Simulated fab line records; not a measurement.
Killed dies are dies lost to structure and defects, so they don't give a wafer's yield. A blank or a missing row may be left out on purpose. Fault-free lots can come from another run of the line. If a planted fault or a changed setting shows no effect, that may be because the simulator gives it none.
Which tool did it? ; flow nand_harc ; 13 lots, 37 wafers sampled, at 5 steps of a route of 1302

## WHAT EACH GAUGE READ, for each wafer
NHARC_END_SORT_01. Usual: killed_at_array 61, standard deviation 26; killed_at_other 0.8, standard deviation 1.1; killed_at_periphery 4.0, standard deviation 2.6; killed_dies 66, standard deviation 26; killed_open 3.1, standard deviation 1.7; killed_short 2.5, standard deviation 1.5.
lot;measured;on;killed_at_array;killed_at_other;killed_at_periphery;killed_dies;killed_open;killed_short;flag
L599;day 29 18:49;prober-02;68 69 75;3 2 0;3 3 7;74 74 82;2 2 2;5 1 1;
L605;day 31 00:04;prober-01;31 412 28;4 1 1;1 7 2;36 420 31;1 0 1;3 4 6;OFF

## WHICH TOOL RAN EACH LOT (tool, then ch and the chambers of the sampled wafers, then the start)
lot;NHARC_A_CONTACT_ETCH_136;NHARC_A_CONTACT_ETCH_98;NHARC_A_CONTACT_ETCH_110;NHARC_A_CONTACT_ALD_18
L589;har_cap_etch-01 ch 0,1, day 22 10:31;rie_diel-10 ch 1,2,3, day 22 12:02;rie_diel-11 ch 0,1,2, day 22 12:26;ald_metal-03 ch 1,2, day 22 13:05
L591;har_cap_etch-02 ch 0,1, day 22 23:30;rie_diel-09 ch 0,1,3, day 23 01:01;rie_diel-10 ch 0,2, day 23 01:24;ald_metal-03 ch 1,2,3, day 23 02:04
L590;har_cap_etch-03 ch 0,1, day 23 01:05;rie_diel-09 ch 0,1,2, day 23 02:36;rie_diel-09 ch 0,1,2, day 23 02:59;ald_metal-04 ch 0,1,3, day 23 03:39
L592;har_cap_etch-03 ch 0,1, day 23 14:05;rie_diel-11 ch 0,1,3, day 23 15:33;rie_diel-09 ch 0,3, day 23 15:55;ald_metal-01 ch 1,2,3, day 23 16:37
L595;har_cap_etch-02 ch 0,1, day 25 01:01;rie_diel-11 ch 1,2, day 25 02:41;rie_diel-11 ch 1,2, day 25 03:06;ald_metal-03 ch 0,2,3, day 25 03:49
L599;har_cap_etch-01 ch 0,1, day 27 10:08;rie_diel-09 ch 0,1,3, day 27 11:44;rie_diel-10 ch 1,2, day 27 12:11;ald_metal-04 ch 0,1, day 27 12:50
L601;har_cap_etch-03 ch 0, day 27 11:32;rie_diel-10 ch 0,1,3, day 27 13:02;rie_diel-11 ch 0,1,2, day 27 13:25;ald_metal-03 ch 0,1,2, day 27 14:04
L600;har_cap_etch-03 ch 0,1, day 27 18:54;rie_diel-11 ch 0,1,3, day 27 20:19;rie_diel-10 ch 0,1,2, day 27 20:41;ald_metal-04 ch 1,3, day 27 21:20
L603;har_cap_etch-02 ch 0,1, day 28 07:38;rie_diel-11 ch 0,2,3, day 28 09:08;rie_diel-09 ch 0,1, day 28 09:34;ald_metal-01 ch 0,1,2, day 28 10:26
L602;har_cap_etch-03 ch 0,1, day 28 11:15;rie_diel-11 ch 3, day 28 12:38;rie_diel-10 ch 0,2, day 28 13:01;ald_metal-03 ch 0,2, day 28 13:43
L605;har_cap_etch-02 ch 0,1, day 29 01:02;rie_diel-11 ch 0,2,3, day 29 02:31;rie_diel-11 ch 0,1,3, day 29 02:55;ald_metal-04 ch 0,1,3, day 29 03:34
L604;har_cap_etch-01 ch 0, day 29 05:35;rie_diel-11 ch 0,1, day 29 07:04;rie_diel-11 ch 1,2, day 29 07:29;ald_metal-04 ch 0,1, day 29 08:15
L610;har_cap_etch-03 ch 0,1, day 31 10:19;rie_diel-11 ch 0,2,3, day 31 12:11;rie_diel-11 ch 1,2,3, day 31 12:34;ald_metal-01 ch 1,2, day 31 13:12
- NHARC_A_CONTACT_ETCH_136: etches the open film in C4F8/O2/Ar, time 311 s, target depth 1912 nm.
- NHARC_A_CONTACT_ETCH_98: etches the open film in C4F6/O2, target depth 20 nm, time 10 s.
- NHARC_A_CONTACT_ETCH_110: etches the open film in CF4/O2, target depth 60 nm, overetch 6 nm, time 33 s.
- NHARC_A_CONTACT_ALD_18: deposits TiN, target thk 3 nm, pulse time 1 s, ald cycles 150.

## WHAT THE TOOLS THEMSELVES READ (means of the sampled wafers that have a number; where no wafer has one, the mark that the record gives instead)
NHARC_A_CONTACT_ETCH_98. Usual: c4f6_flow_sccm 25.00 sccm, standard deviation 0.072; drypump_motor_current_A 5.9 A, standard deviation 0.35; oes_product_au 0.959 a.u., standard deviation 0.024; rf_vpp_V 546.7 V, standard deviation 2.2; showerhead_plenum_p_Torr 3.91 Torr, standard deviation 0.1; throttle_valve_pct 26.902 %, standard deviation 0.0096.
lot;tool;c4f6_flow_sccm (sccm);drypump_motor_current_A (A);oes_product_au (a.u.);rf_vpp_V (V);showerhead_plenum_p_Torr (Torr);throttle_valve_pct (%);flag
L589;rie_diel-10;24.93;5.7;0.957;546.1;3.88;26.900;
L591;rie_diel-09;25.04;6.1;0.996;545.2;3.86;26.908;
L590;rie_diel-09;24.99;6.2;0.968;543.8;3.79;26.904;
L592;rie_diel-11;24.96;6.0;0.947;547.7;3.98;26.901;
L595;rie_diel-11;25.01;5.6;0.947;548.4;3.99;26.904;
L599;rie_diel-09;25.05;6.1;0.958;544.6;3.84;26.905;
L601;rie_diel-10;25.01;5.7;0.932;544.9;3.85;26.888;
L600;rie_diel-11;24.98;6.0;0.941;547.7;3.97;26.906;
L603;rie_diel-11;24.97;5.8;0.949;548.3;3.97;26.891;
L602;rie_diel-11;24.95;6.2;0.863;549.8;4.09;26.907;OFF
L605;rie_diel-11;25.00;5.8;0.883;548.4;3.97;26.898;OFF
L604;rie_diel-11;25.04;5.9;0.901;546.0;3.90;26.899;
L610;rie_diel-11;24.98;5.8;1.000;547.4;3.96;26.903;

NHARC_A_CONTACT_ETCH_110. Usual: drypump_motor_current_A 5.8 A, standard deviation 0.36; oes_product_au 0.998 a.u., standard deviation 0.012; rf_vpp_V 197.8 V, standard deviation 1.1; showerhead_plenum_p_Torr 1.33 Torr, standard deviation 0.039; throttle_valve_pct 13.398 %, standard deviation 0.0097.
lot;tool;drypump_motor_current_A (A);oes_product_au (a.u.);rf_vpp_V (V);showerhead_plenum_p_Torr (Torr);throttle_valve_pct (%);flag
L589;rie_diel-11;5.7;0.999;197.2;1.34;13.393;
L591;rie_diel-10;5.7;0.992;197.6;1.30;13.410;
L590;rie_diel-09;6.1;1.013;196.7;1.29;13.397;
L592;rie_diel-09;6.0;1.014;197.2;1.32;13.396;
L595;rie_diel-11;5.5;1.005;197.8;1.36;13.398;
L599;rie_diel-10;5.2;0.983;198.0;1.33;13.394;
L601;rie_diel-11;5.7;0.994;198.7;1.34;13.399;
L600;rie_diel-10;5.5;0.982;197.0;1.31;13.404;
L603;rie_diel-09;6.1;1.013;196.1;1.30;13.400;
L602;rie_diel-10;5.8;0.992;195.8;1.29;13.393;
L605;rie_diel-11;6.0;0.994;198.5;1.35;13.398;
L604;rie_diel-11;5.7;0.996;197.5;1.35;13.406;
L610;rie_diel-11;5.9;0.996;198.8;1.37;13.392;

NHARC_A_CONTACT_ALD_18. Usual: heater_power_w 1088 W, standard deviation 120; precursor_pulse_height_rel 0.999, standard deviation 0.021.
lot;tool;heater_power_w (W);precursor_pulse_height_rel;flag
L589;ald_metal-03;1024;0.997;
L591;ald_metal-03;988;1.008;
L590;ald_metal-04;1167;0.992;
L592;ald_metal-01;1082;0.991;
L595;ald_metal-03;1039;1.006;
L599;ald_metal-04;1189;1.004;
L601;ald_metal-03;987;0.991;
L600;ald_metal-04;1087;0.987;
L603;ald_metal-01;1016;0.986;
L602;ald_metal-03;1042;1.035;
L605;ald_metal-04;1168;1.006;
L604;ald_metal-04;1135;1.010;
L610;ald_metal-01;1000;0.983;

## THE ANSWER, worked out from the rows above alone
Rule: a lot is off if the mean of its wafers that have a number lies more than 3 standard deviations from the usual mean. A lot without any number at a reading at which 4 lots or more have one is off too. Where the step has rows for the other lots, those lots are counted as sound. First the gauges in route order, then the tools' own readings, where a lot's mean is used as printed above. The first step at which some lot is off is used, and at that step the reading that is off furthest; a lot without a number counts as furthest.
Off: L605, at NHARC_END_SORT_01 (killed_dies). Neither off nor sound, because the step has no rows for them: L589, L591, L590, L592, L595, L601, L600, L603, L602, L604, L610.
A tool fits if, at a process step before that reading, it ran every lot that is off, and no sound lot after the first of them. Not tried: the gauges at NHARC_END_SORT_01; whatever is off there is also off at NHARC_A_CONTACT_ETCH_98, on other tools, and gauge error can't account for it. Can't be told from this: 3 tools fit, har_cap_etch-02 at NHARC_A_CONTACT_ETCH_136, rie_diel-11 at NHARC_A_CONTACT_ETCH_98 and NHARC_A_CONTACT_ETCH_110, ald_metal-04 at NHARC_A_CONTACT_ALD_18.

## WHAT HAD BEEN PUT IN BY THE SIMULATOR
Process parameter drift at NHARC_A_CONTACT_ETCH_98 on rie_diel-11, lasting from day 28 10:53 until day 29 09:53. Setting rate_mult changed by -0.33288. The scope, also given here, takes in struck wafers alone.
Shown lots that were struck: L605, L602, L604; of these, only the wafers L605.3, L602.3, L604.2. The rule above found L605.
